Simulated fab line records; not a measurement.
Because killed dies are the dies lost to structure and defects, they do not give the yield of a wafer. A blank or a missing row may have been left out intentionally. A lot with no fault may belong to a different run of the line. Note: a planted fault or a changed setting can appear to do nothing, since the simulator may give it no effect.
Code-filled problem report in 8D (eight disciplines) form ; flow n5 finfet ; the parts of the form that need people (team, actions taken, sign-off) are left out

1. THE PROBLEM
run length s at N5_BEOL_M6_ETCH_41 reads a mean of 83.8 s on 4 wafers of 2 lots; wafers without a fault read 75.1 s with a standard deviation of 0.41. Relative to the usual mean, that is a shift of +21 standard deviations.
The step: etches SiCN in CH3F/O2, target depth 29.7 nm, time 52 s.
First seen on wafer L966.3, day 13 03:29, on rie diel-01. The record has a number at this step for 30 wafers belonging to 10 lots. By rule, "out" or "out of limits" means more than 4 standard deviations away from the usual mean. The other wafers with a number count as sound.

2. WHAT IT IS AND WHAT IT IS NOT
question;is;is not
which readings at this step;run length s;drypump motor current A, oes product au, rf vpp V, showerhead plenum p Torr, throttle valve pct
which lots;L966, L969;L951, L954, L957, L958, L959, L968, L971, L973
which wafers of those lots;L966.3, L966.5, L969.3, L969.5;L966.2, L969.1
read on which tools;rie diel-01;rie diel-03, rie diel-04
when;from day 13 03:29;"up to then (16 sound wafers); but 10 sound wafers of L968, L969, L971, L973 came after"

3. THE SUSPECTS, EACH WITH WHAT RULES IT OUT
Counting: if a tool at a process step up to the reading ran every lot that is out, it stays a suspect. Sound lots after the first of them don't rule it out here, since some wafers of a struck lot are sound.
- rie diel-01 at N5_BEOL_M6_ETCH_65 (etches SiARC in CF4, target depth 15.6 nm, time 26 s): kept. It processed each lot that is out (first: L966, day 13 03:14); up to then, its last sound lot is L958 (day 10 15:53).
- rie diel-01 at N5_BEOL_M6_ETCH_41 (etches SiCN in CH3F/O2, target depth 29.7 nm, time 52 s): kept. It processed each lot that is out (first: L966, day 13 03:29); up to then, its last sound lot is L958 (day 10 16:08). Out on those wafers are its own readings of run length s.
- Within rie diel-01 at N5_BEOL_M6_ETCH_65: the wafers that are out ran in chambers 0, 1; their sound lot-mates ran in chamber 2.
- Within rie diel-01 at N5_BEOL_M6_ETCH_41: the wafers that are out ran in chambers 0, 1; their sound lot-mates ran in chamber 2.
Remaining after the count are rie diel-01 at N5_BEOL_M6_ETCH_65 and rie diel-01 at N5_BEOL_M6_ETCH_41.

4. THE CAUSE (what the simulator had put in)
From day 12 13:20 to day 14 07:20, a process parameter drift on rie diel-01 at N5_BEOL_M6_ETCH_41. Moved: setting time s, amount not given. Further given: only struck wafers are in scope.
Of the 2 suspects that counting leaves, this tool is one.

5. SEQUENCE OF EFFECTS, ordered by route
Rows list readings where the struck wafers' mean (over those with a number) sits beyond 3 standard deviations from the usual. Scope: only readings with a usual standard deviation given in the record; hours: median across lots of the time from each lot's start at the first step in this table that gives one to its start at this step; sigmas: change in usual standard deviations.
hours;step;reading;usual;on struck wafers;change;sigmas
0;N5_BEOL_M6_ETCH_41;run length s;75.1 s;83.8;+8.7;+21
Here are the process steps it includes:
- N5_BEOL_M6_ETCH_41: etches SiCN in CH3F/O2, target depth 29.7 nm, time 52 s.

6. WHAT WOULD HAVE CAUGHT IT SOONER
14 hours passed between the start of the fault at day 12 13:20 and the first reading out of limits in this record, taken at day 13 03:29.
